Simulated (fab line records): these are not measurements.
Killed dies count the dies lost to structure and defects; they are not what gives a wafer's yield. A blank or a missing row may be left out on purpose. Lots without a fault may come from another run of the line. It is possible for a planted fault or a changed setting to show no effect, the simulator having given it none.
Matching of chambers || flow n5-finfet || N5_MOL_CONTACT_COAG_ETCH_59 on rie-diel-04: 4 sister chambers
The step etches underlayer in N2/H2, target depth 13 nm, time 10.4 s. 18 wafers are shown with their chamber, then 9 later ones without.

== WAFERS, EACH WITH ITS CHAMBER ==
{"wafer": "L075.2", "chamber": 0, "drypump-motor-current-A (A)": 6.1, "oes-product-au (a.u.)": 0.59, "throttle-valve-pct (%)": 18.10}
{"wafer": "L075.4", "chamber": 3, "drypump-motor-current-A (A)": 5.1, "oes-product-au (a.u.)": 0.62, "throttle-valve-pct (%)": 18.09}
{"wafer": "L075.5", "chamber": 2, "drypump-motor-current-A (A)": 5.2, "oes-product-au (a.u.)": 0.62, "throttle-valve-pct (%)": 17.81}
{"wafer": "L076.4", "chamber": 2, "drypump-motor-current-A (A)": 5.2, "oes-product-au (a.u.)": 0.62, "throttle-valve-pct (%)": 17.80}
{"wafer": "L076.5", "chamber": 3, "drypump-motor-current-A (A)": 5.2, "oes-product-au (a.u.)": 0.62, "throttle-valve-pct (%)": 18.11}
{"wafer": "L076.6", "chamber": 2, "drypump-motor-current-A (A)": 5.2, "oes-product-au (a.u.)": 0.62, "throttle-valve-pct (%)": 17.81}
{"wafer": "L078.4", "chamber": 3, "drypump-motor-current-A (A)": 5.1, "oes-product-au (a.u.)": 0.61, "throttle-valve-pct (%)": 18.12}
{"wafer": "L078.5", "chamber": 2, "drypump-motor-current-A (A)": 5.1, "oes-product-au (a.u.)": 0.62, "throttle-valve-pct (%)": 17.82}
{"wafer": "L078.6", "chamber": 1, "drypump-motor-current-A (A)": 5.5, "oes-product-au (a.u.)": 0.82, "throttle-valve-pct (%)": 17.94}
{"wafer": "L082.1", "chamber": 1, "drypump-motor-current-A (A)": 5.6, "oes-product-au (a.u.)": 0.79, "throttle-valve-pct (%)": 17.97}
{"wafer": "L082.3", "chamber": 2, "drypump-motor-current-A (A)": 5.2, "oes-product-au (a.u.)": 0.61, "throttle-valve-pct (%)": 17.85}
{"wafer": "L082.6", "chamber": 3, "drypump-motor-current-A (A)": 5.1, "oes-product-au (a.u.)": 0.59, "throttle-valve-pct (%)": 18.13}
{"wafer": "L087.2", "chamber": 2, "drypump-motor-current-A (A)": 5.2, "oes-product-au (a.u.)": 0.60, "throttle-valve-pct (%)": 17.85}
{"wafer": "L087.4", "chamber": 3, "drypump-motor-current-A (A)": 5.1, "oes-product-au (a.u.)": 0.59, "throttle-valve-pct (%)": 18.16}
{"wafer": "L087.6", "chamber": 1, "drypump-motor-current-A (A)": 5.6, "oes-product-au (a.u.)": 0.78, "throttle-valve-pct (%)": 17.97}
{"wafer": "L089.1", "chamber": 3, "drypump-motor-current-A (A)": 5.1, "oes-product-au (a.u.)": 0.60, "throttle-valve-pct (%)": 18.18}
{"wafer": "L089.2", "chamber": 0, "drypump-motor-current-A (A)": 6.1, "oes-product-au (a.u.)": 0.87, "throttle-valve-pct (%)": 17.69}
{"wafer": "L089.3", "chamber": 2, "drypump-motor-current-A (A)": 5.2, "oes-product-au (a.u.)": 0.59, "throttle-valve-pct (%)": 17.88}

SIGNATURES (averages over the wafers above)
{"reading": "drypump-motor-current-A", "chamber 0": 6.100, "chamber 1": 5.567, "chamber 2": 5.186, "chamber 3": 5.117, "scatter within a chamber": 0.041}
{"reading": "oes-product-au", "chamber 0": 0.7300, "chamber 1": 0.7967, "chamber 2": 0.6114, "chamber 3": 0.6050, "scatter within a chamber": 0.0547}
{"reading": "throttle-valve-pct", "chamber 0": 17.8950, "chamber 1": 17.9600, "chamber 2": 17.8314, "chamber 3": 18.1317, "scatter within a chamber": 0.0825}
Rule: for each reading, subtract the chamber's mean from the wafer's reading, divide by that reading's scatter and square the result; add these up over the readings and take the root, which gives the wafer's distance from the chamber. If the next closest chamber is less than 2 further off than the closest, the wafer can't be placed; otherwise it belongs to the closest. The scatter: take each reading less its chamber's mean, square it, sum over the shown wafers, divide by the number of wafers less the number of chambers, and take the root.

== WAFERS WITHOUT THEIR CHAMBER ==
{"wafer": "L092.1", "drypump-motor-current-A (A)": 6.1, "oes-product-au (a.u.)": 0.82, "throttle-valve-pct (%)": 17.72}
{"wafer": "L092.2", "drypump-motor-current-A (A)": 5.6, "oes-product-au (a.u.)": 0.76, "throttle-valve-pct (%)": 18.01}
{"wafer": "L092.5", "drypump-motor-current-A (A)": 5.1, "oes-product-au (a.u.)": 0.59, "throttle-valve-pct (%)": 18.17}
{"wafer": "L093.1", "drypump-motor-current-A (A)": 5.6, "oes-product-au (a.u.)": 0.75, "throttle-valve-pct (%)": 17.98}
{"wafer": "L093.4", "drypump-motor-current-A (A)": 5.1, "oes-product-au (a.u.)": 0.59, "throttle-valve-pct (%)": 17.90}
{"wafer": "L093.5", "drypump-motor-current-A (A)": 6.1, "oes-product-au (a.u.)": 0.82, "throttle-valve-pct (%)": 17.70}
{"wafer": "L094.1", "drypump-motor-current-A (A)": 5.1, "oes-product-au (a.u.)": 0.59, "throttle-valve-pct (%)": 18.19}
{"wafer": "L094.5", "drypump-motor-current-A (A)": 5.6, "oes-product-au (a.u.)": 0.75, "throttle-valve-pct (%)": 18.01}
{"wafer": "L094.6", "drypump-motor-current-A (A)": 5.2, "oes-product-au (a.u.)": 0.58, "throttle-valve-pct (%)": 17.88}

== WHICH CHAMBER EACH WENT THROUGH ==
{"wafer": "L092.1", "from the rows above": 0, "in truth": 0}
{"wafer": "L092.2", "from the rows above": 1, "in truth": 1}
{"wafer": "L092.5", "from the rows above": 3, "in truth": 3}
{"wafer": "L093.1", "from the rows above": 1, "in truth": 1}
{"wafer": "L093.4", "from the rows above": "can't be placed: 2 or 3", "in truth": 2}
{"wafer": "L093.5", "from the rows above": 0, "in truth": 0}
{"wafer": "L094.1", "from the rows above": 3, "in truth": 3}
{"wafer": "L094.5", "from the rows above": 1, "in truth": 1}
{"wafer": "L094.6", "from the rows above": 2, "in truth": 2}
8 of 9 placed correctly. Unplaceable from these rows: 1, with the true chamber sitting among the candidates in 1. Number placed wrongly: 0.
